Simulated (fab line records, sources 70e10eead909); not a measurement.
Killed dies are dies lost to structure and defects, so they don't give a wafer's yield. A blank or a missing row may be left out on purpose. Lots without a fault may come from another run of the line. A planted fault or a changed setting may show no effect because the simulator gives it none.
A struck lot beside a sound one | flow nand_harc | 17 steps out of a route of 1302
Sound: wafers L483.1, L483.2, L483.5. Struck: wafers L496.2, L496.3, L496.4. The cause comes at the end.
At each step with rows: each side's tool, then ch and its chambers, then its first start. Under that, the readings that differ: sound wafers | struck wafers | difference of the means | sigmas: that difference in standard deviations of wafers without a fault.
alike: readings whose means differ by less than 2 such deviations, and words and numbers that are the same on both sides. not compared: withheld readings, readings that some wafer has no value for, bounds like >300 that may hide the same value, and numbers for which the record gives no deviation and whose values overlap.
The two part at a step that has a row with sigmas, a row that says differs or no value, or rows on one side only. Numbers that don't overlap but have no deviation are shown without sigmas and don't part them. A reading that every wafer of one side lacks parts them only if that side has two wafers or more.

NHARC_P_GATE_CD_MEAS_59: target cd 720 nm.
  sound on cd_sem-01 ch 0, day 7 23:17; struck on cd_sem-01 ch 0, day 13 10:15
  alike: cd_nm
then, 1 step without rows for these wafers: NHARC_P_GATE_HARDBAKE_60 (time 80 s).
NHARC_P_GATE_DESCUM_61: chemistry O2, time 3 s.
  sound on rie_diel-01 ch 0,2,3, day 7 23:29; struck on rie_diel-01 ch 0,2,3, day 13 10:25
  alike: drypump_motor_current_A, o2_flow_sccm, oes_product_au, rf_vpp_V, showerhead_plenum_p_Torr, throttle_valve_pct
  not compared: rf_hours_counter_h
then, 1 step without rows for these wafers: NHARC_P_GATE_IMPLANT_62.
NHARC_P_GATE_STRIP_112: strips in N2/H2, time 200 s.
  sound on plasma_asher-02 ch 0,1, day 7 23:55; struck on plasma_asher-02 ch 0,1, day 13 10:50
  alike: drypump_motor_current_A, heater_power_w
  not compared: rf_hours_counter_h
NHARC_P_GATE_STRIP_76: strips in O2.
  sound on plasma_asher-02 ch 0,1, day 8 00:10; struck on plasma_asher-02 ch 0,1, day 13 11:04
  alike: drypump_motor_current_A, heater_power_w
  not compared: rf_hours_counter_h
then, 6 steps without rows for these wafers: NHARC_P_GATE_STRIP_63 (strips in SPM, time 900 s); NHARC_P_GATE_DEHYDRATE_83 (time 120 s); NHARC_P_GATE_HMDS_84 (time 30 s); NHARC_P_GATE_COAT_85; NHARC_P_GATE_SOFTBAKE_86 (time 95 s); NHARC_P_GATE_EBR_87.
NHARC_P_GATE_EXPOSE_88: exposes mask P HVN, target cd 2000 nm.
  sound on krf_scanner-01 ch 0, day 8 00:49; struck on krf_scanner-01 ch 0, day 13 11:49
  reading | sound                   | struck                  | difference | sigmas
  mask    | P_HVN#0 P_HVN#0 P_HVN#0 | P_PSD#0 P_PSD#0 P_PSD#0 | differs    |
then, 2 steps without rows for these wafers: NHARC_P_GATE_PEB_89 (peb time 85 s); NHARC_P_GATE_DEVELOP_90 (time 70 s).
NHARC_P_GATE_CD_MEAS_91: target cd 2000 nm.
  sound on cd_sem-03 ch 0, day 8 00:58; struck on cd_sem-03 ch 0, day 13 11:58
  reading    | sound                | struck | difference                    | sigmas
  cd_nm (nm) | 1999.0 1998.6 1998.3 | - - -  | no value on the struck wafers |
then, 1 step without rows for these wafers: NHARC_P_GATE_HARDBAKE_92 (time 80 s).

WHERE THEY PART
First at NHARC_P_GATE_EXPOSE_88; last, within this record, at NHARC_P_GATE_CD_MEAS_91.

WHY: what the simulator had put in
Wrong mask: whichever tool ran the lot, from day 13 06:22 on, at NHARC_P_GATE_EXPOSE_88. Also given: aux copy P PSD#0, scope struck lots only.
